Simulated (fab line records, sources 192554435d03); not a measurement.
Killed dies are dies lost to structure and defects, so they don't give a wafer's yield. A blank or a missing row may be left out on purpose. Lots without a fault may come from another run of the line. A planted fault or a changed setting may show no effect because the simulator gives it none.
fab line records | flow n5_finfet
record lots=4 wafers=12 last_day=19
route steps=1938 shown SD_EPI_N@276 SD_EPI_P@295 SD_ACTIVATION@332 BEOL_M4@1111 PASSIVATION@1936
lots that met no fault: from a run of the same line without faults
start_h: hours from the record's first day to the start of the lot's first wafer shown | wait_h: hours since the lot's step before | " the same as in the row above | L1.1+2: a row that stands for several wafers | - no value, or no start given | * or withheld: withheld | < > ~ a bound
route shown NAME@n: a module of which the file shows steps, and the number in the route of the first | usual: mean/standard deviation of fault-free wafers | same: alike in all rows | chamber/n: place in a boat | sites: the reading at each site | _std_site: their standard deviation | _edge_site: outer sites' mean less inner sites' | radius_mm: how far each site lies from the wafer's centre | mask NAME#n: copy n | behind: the tool/chamber that last shaped the wafer | hold: why the lot was held/for how many hours/how that ended | device: the transistor (n, p or np) that didn't switch | end of line: the same wafers' tests at the end of the route | a step without rows: its recipe alone | killed: dies lost to structure and defects at the first sort, not the wafer's yield | map: a wafer's dies, x killed, . not, _ none there
set.NAME: the setting as run; set.NAME@STEP: as run at that earlier step | model.NAME: the simulator's own value behind a step, which no gauge read
lots at some steps of the route; a table a step, a row a wafer
services: from which hour (start_h, from the record's first day; less than 0 if before it) a tool's chamber was out of use, for how many hours, and why
## steps
# step N5_SD_EPI_N_STRIP_36
# recipe chemistry=N2/H2 temp_c=40 n2_flow_sccm=200 h2_flow_sccm=200 rf_frequency_hz=6e+07
# step N5_SD_EPI_N_ETCHBACK_44
# recipe chemistry=CH3F/O2 mode=anisotropic_etchback target=SiNx target_depth_a=145 stop_on=SiO2 over_etch_frac=0.3 ion_energy_ev=120 pressure_mtorr=30 source_w=395 bias_w=73 Ar_flow_sccm=150 CH3F_flow_sccm=30 O2_flow_sccm=20
# step N5_SD_EPI_N_ETCH_45
# recipe chemistry=CH3F/O2 target=SiOCN target_depth_a=60 mask_material=SOC ion_energy_ev=60 bias_w=29 pressure_mtorr=15 source_w=410 Ar_flow_sccm=150 CH3F_flow_sccm=30 O2_flow_sccm=20
# step N5_SD_EPI_N_ETCH_16
# recipe chemistry=CHF3/O2 target=SiO2 target_depth_a=50 mask_material=SOC pressure_mtorr=30 source_w=650 bias_w=170 Ar_flow_sccm=200 CHF3_flow_sccm=50 O2_flow_sccm=5 ion_energy_ev=200
# step N5_SD_EPI_N_STRIP_47
# recipe chemistry=CHF3/O2 resist=SiARC rf_frequency_hz=6e+07
# step N5_SD_EPI_N_SD_RECESS_17
# recipe chemistry=HBr/Cl2/O2 target_depth_a=410 mask_material=SOC time_s=23.7 bt_time_s=3 pressure_mtorr=10 icp_w=800 bias_w=112 HBr_flow_sccm=150 Cl2_flow_sccm=80 O2_flow_sccm=12
# step N5_SD_EPI_N_STRIP_38
# recipe chemistry=N2/H2 power_w=1000 temp_c=250 h2_frac=0.65 overash_fraction=0.3 pressure_mtorr=withheld n2_flow_sccm=1750 h2_flow_sccm=3250
# step N5_SD_EPI_N_WET_ETCH_43
# recipe chemistry=dHF dilution=withheld time_s=14 target=SiO2 target_depth_a=15 temp_c=25
# step N5_SD_EPI_N_STRIP_18
# recipe chemistry=SPM time_s=750 temp_c=130 h2so4_h2o2_vol_ratio=4
# step N5_SD_EPI_N_SRD_20
# recipe dry=ipa_marangoni do_ppb=5 time_s=30 temp_c=23 rinse_liquid=diw
# step N5_SD_EPI_N_PRECLEAN_48
# recipe chemistry=NF3:NH3 afs_cycles=2 temp_c=30 time_s=20 sublimation_temp_c=180 sublimation_time_s=60 pressure_torr=3 rf_power_w=30
# step N5_SD_EPI_N_VAPOR_ETCH_50
# recipe chemistry=HCl target=Si temp_c=775 time_s=54 pressure_torr=20 mode=isotropic
# step N5_SD_EPI_N_EPI_21
# recipe material=Si:P dopant=P temp_c=680 pressure_torr=255 time_s=690
# usual lamp_inner_pct=16.9/1.9
# same time_s=690
# columns lot.wafer tool chamber start_h wait_h lamp_inner_pct
L900.1 epi_rpcvd-01 0 51.75 0.1 18.6
L900.2 " 0 " " 18.7
L900.5 " 0 " " 19.0
L913.1 epi_rpcvd-01 0 127.73 0.1 18.7
L913.4 " 0 " " 18.8
L913.6 " 0 " " 18.8
L914.1 epi_rpcvd-01 0 133.39 0.1 18.8
L914.2 " 0 " " 18.7
L914.4 " 0 " " 18.8
L919.2 epi_rpcvd-03 0 163.58 0.4 17.3
L919.3 " 0 " " 17.2
L919.4 " 0 " " 17.0
# step N5_SD_EPI_N_PRECLEAN_24
# recipe chemistry=O3/DIW time_s=60 temp_c=22 o3_ppm=10
# step N5_SD_EPI_N_SRD_25
# recipe time_s=30 temp_c=23 rinse_liquid=diw dry=ipa_marangoni
# step N5_SD_EPI_N_PRECLEAN_49
# recipe chemistry=NF3:NH3 afs_cycles=1 temp_c=30 time_s=20 sublimation_temp_c=180 sublimation_time_s=60 pressure_torr=3 rf_power_w=30
# step N5_SD_EPI_N_LINER_46
# recipe material=SiNx target_thk_a=30 temp_c=400 ald_precursor_family=SiH2I2 ald_co_reactant=N2/H2-plasma pressure_torr=2
# step N5_SD_EPI_P_COAT_34
# recipe resist=SOC temp_c=250 time_s=60 spin_rpm=1500 resist_thk_nm=350
# step N5_SD_EPI_P_COAT_35
# recipe resist=SiARC temp_c=220 time_s=60 spin_rpm=1500 resist_thk_nm=35
# step N5_SD_EPI_P_COAT_03
# recipe resist=CAR-ArF-block spin_rpm=1500 resist_thk_nm=150
# step N5_SD_EPI_P_EBR_05
# recipe solvent=PGMEA ebr_width_mm=1.5
# step N5_SD_EPI_P_SOFTBAKE_04
# recipe temp_c=110 time_s=60 resist=CAR-ArF-block
# step N5_SD_EPI_P_EXPOSE_06
# recipe mask_id=SD_P_BLK na=1.35 source_shape=conventional sigma_outer=0.8 polarization=unpolarized target_cd_nm=240 dose_mj=39.5
# step N5_SD_EPI_P_PEB_07
# recipe peb_temp_c=110 peb_time_s=60 resist=CAR-ArF-block
# step N5_SD_EPI_P_DEVELOP_08
# recipe develop_time_s=30 developer=TMAH resist=CAR-ArF-block dev_temp_c=23 rinse_liquid=diw dry=air_spin
# step N5_SD_EPI_P_DESCUM_14
# recipe chemistry=O2 time_s=7.9 source_power_w=50 bias_power_w=20 pressure_mtorr=20 rf_frequency_hz=2.712e+07 temp_c=40 resist=CAR-ArF-block o2_flow_sccm=225
# step N5_SD_EPI_P_ETCH_36
# recipe chemistry=CF4 target=SiARC target_depth_a=455 mask_material=CAR-ArF-block time_s=75.8 ion_energy_ev=80 pressure_mtorr=40 source_w=545 bias_w=36 Ar_flow_sccm=100 cf4_flow_sccm=100 ends=cleared
# step N5_SD_EPI_P_ETCH_37
# recipe chemistry=N2/H2 target=SOC overetch_a=1080 mask_material=SiARC temp_c=40 ion_energy_ev=100 source_w=3000 bias_w=133 pressure_mtorr=20 time_s=486 n2_flow_sccm=200 h2_flow_sccm=200 ends=end_point
# step N5_SD_EPI_P_STRIP_38
# recipe chemistry=N2/H2 temp_c=40 n2_flow_sccm=200 h2_flow_sccm=200 rf_frequency_hz=6e+07
# step N5_SD_EPI_P_ETCHBACK_46
# recipe chemistry=CH3F/O2 mode=anisotropic_etchback target=SiNx target_depth_a=175 stop_on=SiO2 over_etch_frac=0.3 ion_energy_ev=120 pressure_mtorr=30 source_w=395 bias_w=73 Ar_flow_sccm=150 CH3F_flow_sccm=30 O2_flow_sccm=20
# step N5_SD_EPI_P_ETCH_47
# recipe chemistry=CH3F/O2 target=SiOCN target_depth_a=250 mask_material=SOC ion_energy_ev=60 bias_w=29 pressure_mtorr=30 source_w=410 Ar_flow_sccm=150 CH3F_flow_sccm=30 O2_flow_sccm=20
# step N5_SD_EPI_P_ETCH_16
# recipe chemistry=CHF3/O2 target=SiO2 target_depth_a=50 mask_material=SOC pressure_mtorr=30 source_w=650 bias_w=170 Ar_flow_sccm=200 CHF3_flow_sccm=50 O2_flow_sccm=5 ion_energy_ev=200
# step N5_SD_EPI_P_STRIP_50
# recipe chemistry=CHF3/O2 resist=SiARC rf_frequency_hz=6e+07
# step N5_SD_EPI_P_SD_RECESS_17
# recipe chemistry=HBr/Cl2/O2 target_depth_a=391 bt_time_s=3 pressure_mtorr=10 icp_w=800 bias_w=112 HBr_flow_sccm=150 Cl2_flow_sccm=80 O2_flow_sccm=12
# step N5_SD_EPI_P_WET_ETCH_45
# recipe chemistry=dHF dilution=withheld time_s=10.7 target=SiO2 target_depth_a=20 temp_c=25 dry=ipa_marangoni rinse_time_s=30 rinse_temp_c=23
# step N5_SD_EPI_P_STRIP_40
# recipe chemistry=N2/H2 power_w=1000 temp_c=250 h2_frac=0.65 overash_fraction=0.3 pressure_mtorr=withheld n2_flow_sccm=1750 h2_flow_sccm=3250
# step N5_SD_EPI_P_PRECLEAN_52
# recipe chemistry=O3/DIW time_s=60 temp_c=22 o3_ppm=10
# step N5_SD_ACTIVATION_RS_MEAS_03
# recipe thk_meas_gauge=four-point-probe
# usual RS_SD_N=21.90/0.25 RS_SD_P=56.2/1.1
# columns lot.wafer tool chamber start_h wait_h RS_SD_N[ohm/sq] RS_SD_P[ohm/sq]
L900.1 film_metro-02 - 59.50 0.2 21.53 55.7
L900.2 " - " " 21.73 55.8
L900.5 " - " " 22.04 55.6
L913.1 film_metro-02 - 135.64 0.2 26.04 57.2
L913.4 " - " " 25.91 57.0
L913.6 " - " " 25.56 56.4
L914.1 film_metro-01 - 140.36 0.2 25.92 54.4
L914.2 " - " " 25.83 53.6
L914.4 " - " " 26.54 54.6
L919.2 film_metro-02 - 170.27 0.2 21.69 56.3
L919.3 " - " " 21.87 54.9
L919.4 " - " " 21.54 54.5
# step N5_BEOL_M4_RC_MEAS_101
# usual DIBL_N=37.1/2.6 DIBL_P=38/3 IOFF_N=0.18/0.052 IOFF_P=0.25/0.06 ION_N=678/15 ION_P=467/8.6 RC_DENSE_N=19.7/0.6 RC_N=16.1/0.49 REXT_N=75.8/2 RS_SD_N=28.4/0.36 SS_N=71.7/0.73 SS_P=73.7/0.89 VT_N=249/4.3 VT_P=-248/3.8
# columns lot.wafer tool chamber start_h wait_h DIBL_N[mV/V] DIBL_P[mV/V] IOFF_N[nA/um] IOFF_P[nA/um] ION_N[uA/um] ION_P[uA/um] RC_DENSE_N[ohm.um] RC_N[ohm.um] REXT_N[ohm.um] RS_SD_N[ohm/sq] SS_N[mV/dec] SS_P[mV/dec] VT_N[mV] VT_P[mV]
L900.1 prober-01 0 230.79 0.0 35.2 37 0.16 0.23 667 465 19.4 15.8 77.2 27.9 71.4 73.5 252 -246
L900.2 " 0 " " 37.3 42 0.21 0.33 678 471 20.2 16.3 79.1 28.4 72.4 74.3 246 -243
L900.5 " 0 " " 37.4 38 0.22 0.24 671 457 20.4 16.7 77.3 28.7 73.1 73.1 249 -246
L914.1 prober-02 0 316.04 0.0 33.0 36 0.11 0.20 646 463 23.3 19.1 90.9 34.0 71.4 72.7 257 -253
L914.2 " 0 " " 32.3 36 0.11 0.21 635 457 24.1 19.6 93.7 33.5 71.8 73.5 256 -252
L914.4 " 0 " " 30.4 34 0.08 0.17 617 459 23.1 18.7 94.1 34.2 70.5 72.6 263 -252
L913.1 prober-02 0 323.11 0.0 31.1 32 0.08 0.16 621 450 23.8 19.4 95.0 33.6 70.8 73.2 263 -255
L913.4 " 0 " " 32.5 33 0.09 0.18 631 457 24.2 19.8 92.8 33.5 71.4 73.3 260 -254
L913.6 " 0 " " 35.0 36 0.12 0.21 649 464 24.3 19.7 92.1 33.5 71.6 73.5 259 -254
L919.2 prober-01 0 348.81 0.2 38.7 41 0.21 0.26 686 463 19.2 15.5 73.8 28.2 72.1 74.4 248 -248
L919.3 " 0 " " 38.3 40 0.20 0.23 684 463 20.0 16.1 73.6 28.4 71.8 74.2 245 -250
L919.4 " 0 " " 34.2 37 0.13 0.20 666 464 19.8 16.1 73.6 27.8 70.8 72.9 253 -252
# step N5_PASSIVATION_PROBE_49
# usual defect_limited_yield=91.4/1.4 killed_at_M0_to_M3=34/9.1 killed_at_M4_up=14/5.2 killed_at_contacts=12/6.4 killed_at_front_end=38/11 killed_at_other=3.7/2.8 killed_dies=102/17 killed_open=68/13 killed_short=32/7.8 sort_bin_5_function=5.1/1 sort_bin_6_memory=3.2/0.66 sort_bin_8_speed=0.1/0.92 sort_n_pass=1076/19 sort_yield_pct=91.2/1.6
# same gross_dies=1180 killed_at_back_side=0 sort_bin_4_leakage[%]=0
# columns lot.wafer tool chamber start_h wait_h defect_limited_yield[%] killed_at_M0_to_M3 killed_at_M4_up killed_at_contacts killed_at_front_end killed_at_other killed_dies killed_open killed_short sort_bin_5_function[%] sort_bin_6_memory[%] sort_bin_8_speed[%] sort_n_pass sort_yield_pct[%]
L914.1 prober-01 - 426.32 0.0 89.7 47 19 11 34 10 121 73 45 5.8 4.1 0.3 1056 89.5
L914.2 prober-01 - 426.37 0.1 93.8 12 11 12 35 3 73 43 29 3.6 1.9 1.2 1093 92.6
L914.4 prober-01 - 426.47 0.2 90.8 37 22 7 41 2 109 62 42 5.0 3.7 42.0 575 48.7
L913.1 prober-02 - 432.04 0.0 91.4 33 14 12 41 1 101 68 32 4.7 3.8 43.5 566 48.0
L913.4 prober-02 - 432.19 0.2 91.1 38 10 14 37 6 105 63 38 5.3 3.6 6.3 1001 84.8
L913.6 prober-02 - 432.29 0.3 93.1 30 11 4 31 6 82 51 29 4.2 2.5 0 1098 93.1
# killed by level:class
L914.1 BEOL_M0_SAQP:geometric_particle:open=14 BEOL_M4:geometric_particle:open=12 BEOL_M0_SAQP:geometric_particle:short=12 FIN_SAQP:geometric_particle:short=9 MOL_CONTACT_COAG:geometric_particle:open=8 FIN_SAQP:geometric_particle:open=7 BEOL_M3:geometric_particle:open=5 STI_FIN_REVEAL:geometric_particle:open=4
L914.2 MOL_CONTACT_COAG:geometric_particle:open=10 FIN_SAQP:geometric_particle:open=9 FIN_SAQP:geometric_particle:short=6 DUMMY_GATE:geometric_particle:open=5 BEOL_M4:geometric_particle:short=5 BEOL_M4:geometric_particle:open=4 STI_FIN_REVEAL:geometric_particle:short=3 GATE_CUT:geometric_particle:short=3
L914.4 BEOL_M0_SAQP:geometric_particle:short=12 BEOL_M0_SAQP:geometric_particle:open=10 DUMMY_GATE:geometric_particle:open=8 FIN_SAQP:geometric_particle:open=7 FIN_SAQP:geometric_particle:short=7 BEOL_M4:geometric_particle:open=7 MOL_CONTACT_COAG:geometric_particle:open=6 BEOL_M4:geometric_particle:short=6
L913.1 FIN_SAQP:geometric_particle:open=9 BEOL_M2:geometric_particle:open=9 STI_FIN_REVEAL:geometric_particle:open=8 MOL_CONTACT_COAG:geometric_particle:open=8 DUMMY_GATE:geometric_particle:open=7 FIN_SAQP:geometric_particle:short=6 BEOL_M0_SAQP:geometric_particle:open=6 BEOL_M4:geometric_particle:open=6
L913.4 MOL_CONTACT_COAG:geometric_particle:open=12 BEOL_M0_SAQP:geometric_particle:short=9 BEOL_M0_SAQP:geometric_particle:open=7 BEOL_M1:geometric_particle:open=7 FIN_SAQP:geometric_particle:short=6 BEOL_M2:geometric_particle:open=6 STI_FIN_REVEAL:geometric_particle:open=5 BEOL_M3:geometric_particle:open=5
L913.6 BEOL_M0_SAQP:geometric_particle:open=7 BEOL_M0_SAQP:geometric_particle:short=7 DUMMY_GATE:geometric_particle:open=6 BEOL_M1:geometric_particle:open=5 FIN_SAQP:geometric_particle:open=4 BEOL_M2:geometric_particle:open=4 STI_FIN_REVEAL:geometric_particle:open=4 FIN_SAQP:geometric_particle:short=3
# map L913.4 (x killed, . not)
_________________............________________
______________.x.x.....x...x...._____________
___________.....xx..x.x.x...x......__________
__________..............x.....x....._________
________x..x.......x..........x......._______
_______......x......................x..______
______.................................x_____
_____....x...x.........x...........x.....____
____.x......x...........x.................___
___.....................................x..__
___....................x.............x....x__
__..............x......x.x.........x..xx...._
__................x....xx.........x........._
_.x..x.......x........................xx..x..
_.........x..................................
_..x.x........x.x.......x...x................
_.......x....x..........x...x................
_................................x........x..
_.......................x...................x
_............xx.....x...x....x.............x.
_...x...x..................x............x....
__......x......xx.......x..................._
__.................x...........x..x....x...._
___..............x.......x........x..x.....__
___..................x.....................__
____.............x.......x..........x...xx___
_____.........................x...x......____
______..x........x......................_____
_______.............x.............x....______
________..x.x........................._______
__________...x.........x........x..._________
___________........x...............__________
______________.x.x....x........._____________
_________________..x.........________________
# map L914.1 (x killed, . not)
_________________............________________
______________....x............._____________
___________.................x...x.x__________
__________...x.........x......x...x._________
________.......x...........x.........._______
_______......x.........x....x.....x..x.______
______..............x.......x..x..x....x_____
_____x..................x...............x____
____....x...x....................x........___
___.......x..xxx..x.........x..........x...__
___....x................x.......xx...x.x.x.__
__.........................................._
__................x.....x...x..............._
_..x..x......................x.....x.........
_.....x..............x.....x...........x..x..
_...........x................................
_......x.........x......x...............x....
_..xx.................x.........x...x........
_.x..........x.......xx...x...............xx.
_......................xx........x...........
_.......................x....x...x...........
__.......x.x..............xx......xx....x..._
__..x....................x.................._
___x.x..x............................x.....__
___.........x..............................__
____.......x.....x......x....x............___
_____.........x..xx.............x........____
______...x.............x...x...x.......x_____
_______xxx.........x......x............______
________.....x..x......x...xx....x...._______
__________...x..x.......x.x........._________
___________x..............x........__________
______________.......x.........._____________
_________________........x...________________
## services
# columns tool chamber start_h hours kind
epi_rpcvd-01 - 62.94 6.0 pm
epi_rpcvd-01 - 68.94 2.8 pm
epi_rpcvd-03 - 87.00 6.0 pm
## key
first_sign step=N5_SD_ACTIVATION_RS_MEAS_03 reading=RS_SD_N direction=up sigmas=16 usual=21.90 struck=25.97
effect step=N5_BEOL_M4_RC_MEAS_101 reading=RS_SD_N direction=up sigmas=15 usual=28.4 struck=33.7
effect step=N5_BEOL_M4_RC_MEAS_101 reading=REXT_N direction=up sigmas=8.8 usual=75.8 struck=93.1
effect step=N5_BEOL_M4_RC_MEAS_101 reading=RC_N direction=up sigmas=6.9 usual=16.1 struck=19.4
effect step=N5_BEOL_M4_RC_MEAS_101 reading=RC_DENSE_N direction=up sigmas=6.7 usual=19.7 struck=23.8
effect step=N5_BEOL_M4_RC_MEAS_101 reading=ION_N direction=down sigmas=2.9 usual=678 struck=633
effect step=N5_BEOL_M4_RC_MEAS_101 reading=DIBL_N direction=down sigmas=1.8 usual=37.1 struck=32.4
effect step=N5_BEOL_M4_RC_MEAS_101 reading=IOFF_N direction=down sigmas=1.6 usual=0.18 struck=0.10
effect step=N5_PASSIVATION_PROBE_49 reading=sort_bin_8_speed direction=up sigmas=17 usual=0.1 struck=15.6 wafers_moved=3
met_at N5_SD_EPI_N_EPI_21
struck_wafers L913.1,L913.4,L913.6,L914.1,L914.2,L914.4
onset_between 51.75 127.73
fault kind=process_parameter_drift tool=epi_rpcvd-01 chamber=- onset_h=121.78 steps=N5_SD_EPI_N_EPI_21 channel=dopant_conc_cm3 offset=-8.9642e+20 shape=step end_h=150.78 acts_in=these_recipes_only stated=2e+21
